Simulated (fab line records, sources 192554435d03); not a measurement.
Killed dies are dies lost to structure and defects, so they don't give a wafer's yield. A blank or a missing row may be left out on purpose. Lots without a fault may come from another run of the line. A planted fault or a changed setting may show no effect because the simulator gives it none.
A struck lot beside a sound one | flow n5_finfet | 37 steps out of a route of 1938
Sound: wafers L752.1, L752.3, L752.5. Struck: wafer L743.3. (L743.6 of the same lot was not struck and is left out.) The cause comes at the end.
At each step with rows: each side's tool, then ch and its chambers, then its first start. Under that, the readings that differ: sound wafers | struck wafers | difference of the means | sigmas: that difference in standard deviations of wafers without a fault.
alike: readings whose means differ by less than 2 such deviations, and words and numbers that are the same on both sides. not compared: withheld readings, readings that some wafer has no value for, bounds like >300 that may hide the same value, and numbers for which the record gives no deviation and whose values overlap.
The two part at a step that has a row with sigmas, a row that says differs or no value, or rows on one side only. Numbers that don't overlap but have no deviation are shown without sigmas and don't part them. A reading that every wafer of one side lacks parts them only if that side has two wafers or more.

first, 9 steps without rows for these wafers: N5_PMOS_HMC_CHANNEL_EPI_EPI_26 (deposits Si from SiH4/H2, target thk 3.8 nm, time 22.7 s); N5_FIN_SAQP_PRECLEAN_42 (cleans in O3/DIW, time 60 s); N5_FIN_SAQP_PRECLEAN_00 (cleans in SC1, time 60 s); N5_FIN_SAQP_PRECLEAN_44 (cleans in SC2, time 45 s); N5_FIN_SAQP_SRD_01 (time 30 s); N5_FIN_SAQP_ALD_61 (deposits SiO2, target thk 4 nm, pulse time 1 s, purge time 2 s); N5_FIN_SAQP_DENSIFY_62 (time 60 s); N5_FIN_SAQP_HM_DEP_03 (deposits SiNx from SiH4/NH3/N2, target thk 38 nm, time 33.6 s); N5_FIN_SAQP_PECVD_47 (deposits a-Si from SiH4/He, target thk 45 nm, time 36.3 s).
N5_FIN_SAQP_PECVD_48: deposits SiNx from SiH4/NH3/N2, target thk 25 nm, time 22.1 s.
  sound on pecvd-04 ch 0,2, day 6 15:16; struck on pecvd-01 ch 2, day 4 09:43
  reading                                     | sound             | struck | difference | sigmas
  throttle_valve_pct (%)                      | 38.7 40.0 38.8    | 35.2   | -4.0       | -2
  model.SiNx_of_FIN_SAQP_PECVD_48.thk_nm (nm) | 24.77 24.54 24.97 | 18.57  | -6.19      |
  alike: heater_power_w, showerhead_plenum_p_Torr
then, 16 steps without rows for these wafers: N5_FIN_SAQP_PECVD_06 (deposits a-Si from SiH4/He, target thk 60 nm, time 48.1 s); N5_FIN_SAQP_HM_DEP_72 (deposits SiO2 from SiH4/N2O, target thk 12 nm, time 7.2 s); N5_FIN_SAQP_COAT_49 (time 60 s, resist thk 100 nm); N5_FIN_SAQP_COAT_50 (time 60 s, resist thk 35 nm); N5_FIN_SAQP_COAT_10 (resist thk 90 nm); N5_FIN_SAQP_EBR_12; N5_FIN_SAQP_SOFTBAKE_11 (time 60 s); N5_FIN_SAQP_EXPOSE_13 (exposes mask FIN CORE, target cd 35.6 nm); N5_FIN_SAQP_PEB_14 (peb time 60 s); N5_FIN_SAQP_DEVELOP_15 (develop time 30 s); N5_FIN_SAQP_DESCUM_21 (chemistry O2, time 7.9 s); N5_FIN_SAQP_ETCH_51 (etches SiARC in CF4, target depth 45.5 nm, time 75.8 s); N5_FIN_SAQP_ETCH_52 (etches SOC in N2/H2, target depth 100 nm, overetch 20 nm, time 150 s); N5_FIN_SAQP_STRIP_53 (strips in N2/H2); N5_FIN_SAQP_HM_OPEN_73 (chemistry CHF3/O2, target SiO2, stops on a-Si, target depth 12 nm, time 16.8 s); N5_FIN_SAQP_STRIP_74 (strips in CHF3/O2).
N5_FIN_SAQP_MANDREL_ETCH_22: etches a-Si in HBr/Cl2, stops on SiNx, target depth 60 nm, bt time 10 s, time 30 s.
  sound on rie_si-05 ch 0,2,3, day 6 16:16; struck on rie_si-02 ch 3, day 4 10:43
  reading                                     | sound             | struck | difference | sigmas
  model.SiNx_of_FIN_SAQP_PECVD_48.thk_nm (nm) | 24.59 24.48 24.97 | 18.43  | -6.25      |
  alike: drypump_motor_current_A, oes_product_au, throttle_valve_pct
  not compared: rf_hours_counter_h
then, 7 steps without rows for these wafers: N5_FIN_SAQP_STRIP_55 (strips in N2/H2); N5_FIN_SAQP_STRIP_23 (strips in SPM, time 750 s); N5_FIN_SAQP_SRD_66 (time 30 s); N5_FIN_SAQP_RECESS_75 (chemistry HF/NH3, target SiO2, target depth 14.4 nm, afs cycles 3, sublimation time 60 s); N5_FIN_SAQP_SPACER1_ALD_24 (deposits SiO2, target thk 20.3 nm, pulse time 1 s, purge time 2 s); N5_FIN_SAQP_SPACER1_ETCHBACK_25 (etches SiO2 in CHF3/O2, target depth 24.4 nm, time 12.2 s); N5_FIN_SAQP_MANDREL1_REMOVE_56 (chemistry HBr/Cl2/O2, target a-Si, stops on SiNx, bt time 10 s).
N5_FIN_SAQP_ETCH_57: etches SiNx in CH3F/O2, target depth 32.5 nm, time 46.4 s.
  sound on rie_diel-03 ch 0,2,3, day 6 18:22; struck on rie_diel-06 ch 3, day 4 12:41
  reading                  | sound             | struck | difference | sigmas
  etch_rf_on_time_s (s)    | 46.8 47.4 47.0    | 34.8   | -12.3      | -11
  rf_vpp_V (V)             | 299 300 295       | 284    | -14        | -2
  model.etch.depth_nm (nm) | 24.59 24.48 24.97 | 18.43  | -6.25      |
  alike: drypump_motor_current_A, oes_product_au, showerhead_plenum_p_Torr, throttle_valve_pct
  not compared: rf_hours_counter_h
-- the record jumps here: 6 days lie between the struck wafers' starts before and after (it left off in module FIN_SAQP and takes up again in module BEOL_M4, whose first step shown is number 1111 of the route) --
N5_BEOL_M4_RC_MEAS_101:
  sound on prober-02 ch 0, day 12 18:47; struck on prober-02 ch 0, day 10 11:36
  alike: DIBL_N, DIBL_P, IOFF_N, IOFF_P, ION_N, ION_P, SS_N, SS_P, VT_N, VT_P
-- the record jumps here: 5 days lie between the struck wafers' starts before and after (it left off in module BEOL_M4 and takes up again in module PASSIVATION, whose first step shown is number 1936 of the route) --
N5_PASSIVATION_PROBE_49:
  the record has rows for the struck wafers here (prober-02, day 15 05:25) and none for the sound ones

WHERE THEY PART
First at N5_FIN_SAQP_PECVD_48; last, within this record, at N5_PASSIVATION_PROBE_49.

WHY: what the simulator had put in
Process parameter drift: pecvd-01, from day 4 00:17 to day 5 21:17, at N5_FIN_SAQP_PECVD_48. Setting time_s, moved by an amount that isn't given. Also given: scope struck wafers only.
